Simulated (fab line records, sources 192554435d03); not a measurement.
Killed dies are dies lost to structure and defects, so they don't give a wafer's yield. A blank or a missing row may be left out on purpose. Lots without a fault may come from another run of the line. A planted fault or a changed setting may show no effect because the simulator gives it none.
Split-lot experiment | flow n5_finfet | 7 lots, 21 wafers read, on a route of 1938 steps

THE SPLIT
At N5_MIM_BOT_SPUTTER_00 (material TiN, target thk 35 nm, time 89.7 s), the setting time_s was moved away from the recipe's 89.7 s on 9 of the 21 wafers read, by -7.8% to +9.9%. The other wafers ran this setting at the recipe's value.

The reading is taken at the split's own step.

THE READING
TiN_of_MIM_BOT_SPUTTER_00.thk_nm (the simulator's own value, which no gauge read), in nm, at N5_MIM_BOT_SPUTTER_00 (material TiN, target thk 35 nm, time 89.7 s). The file gives no usual value for it. The 12 wafers here that ran the recipe average 35.0 nm, standard deviation 0.35 nm.

wafer  | tool, chamber at the split | time_s as run, s | against the recipe | TiN_of_MIM_BOT_SPUTTER_00.thk_nm, nm | against lot-mates on the recipe
L080.1 | pvd_sputter-03, -          | 89.7             | recipe             | 35                                   | -
L080.6 | pvd_sputter-03, -          | 89.7             | recipe             | 35                                   | -
L080.3 | pvd_sputter-03, -          | 89.7             | recipe             | 35.4                                 | -
L084.1 | pvd_sputter-02, -          | 89.7             | recipe             | 35.6                                 | -
L084.3 | pvd_sputter-02, -          | 89.7             | recipe             | 35.2                                 | -
L084.6 | pvd_sputter-02, -          | 84.39            | -5.9%              | 32.4                                 | -3.0
L083.2 | pvd_sputter-03, -          | 89.7             | recipe             | 34.4                                 | -
L083.4 | pvd_sputter-03, -          | 89.7             | recipe             | 34.4                                 | -
L083.6 | pvd_sputter-03, -          | 82.71            | -7.8%              | 31.6                                 | -2.8
L086.1 | pvd_sputter-03, -          | 89.7             | recipe             | 34.8                                 | -
L086.4 | pvd_sputter-03, -          | 89.7             | recipe             | 35                                   | -
L086.6 | pvd_sputter-03, -          | 89.7             | recipe             | 35                                   | -
L090.1 | pvd_sputter-01, -          | 89.7             | recipe             | 35.2                                 | -
L090.3 | pvd_sputter-01, -          | 83.13            | -7.3%              | 33                                   | -2.2
L090.5 | pvd_sputter-01, -          | 83.13            | -7.3%              | 32.6                                 | -2.6
L093.2 | pvd_sputter-02, -          | 85.27            | -4.9%              | 33.4                                 | -2.0
L093.3 | pvd_sputter-02, -          | 89.7             | recipe             | 35.4                                 | -
L093.5 | pvd_sputter-02, -          | 85.27            | -4.9%              | 33.8                                 | -1.6
L097.2 | pvd_sputter-02, -          | 98.55            | +9.9%              | 39.2                                 | no lot-mate on the recipe
L097.3 | pvd_sputter-02, -          | 98.55            | +9.9%              | 38.4                                 | no lot-mate on the recipe
L097.5 | pvd_sputter-02, -          | 98.55            | +9.9%              | 38.8                                 | no lot-mate on the recipe

THE FIT
A straight line over all 21 wafers: TiN_of_MIM_BOT_SPUTTER_00.thk_nm changes by +0.37 nm for each +1% of time_s; r = +0.98; the points scatter about the line by 0.41 nm.
The same after taking each lot's own level away (the mean of its wafers on the recipe; 18 wafers): +0.365 nm for each +1%; r = +0.97; scatter 0.28 nm.
On that fit, the largest move of time_s shifts the reading by 3.6 nm.
The lots' own levels span 34.40 to 35.40 nm, that is 2.8 times the standard deviation above.
So the lot-to-lot level changes the slope little: the two slopes agree.
Check: with one of the wafers moved furthest among these (-7.8%) left out of the fit, the line predicts -2.88 nm for it against its lot-mates. It came out at -2.8 nm against them.

OTHER SPLITS ON THESE WAFERS
These wafers also went through other splits before the reading. Each is held against what the fit with the lots' levels taken away leaves over:
other split on the same wafers | wafers away from the commonest value | r with TiN_of_MIM_BOT_SPUTTER_00.thk_nm (lot level and that fit taken away)
N5_BEOL_M14_PEB_26 peb_temp_c  | 5                                    | +0.22

THE FILE'S OWN FIT
TiN_of_MIM_BOT_SPUTTER_00.thk_nm changes by +0.38 nm for each +1% of time_s, r = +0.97.
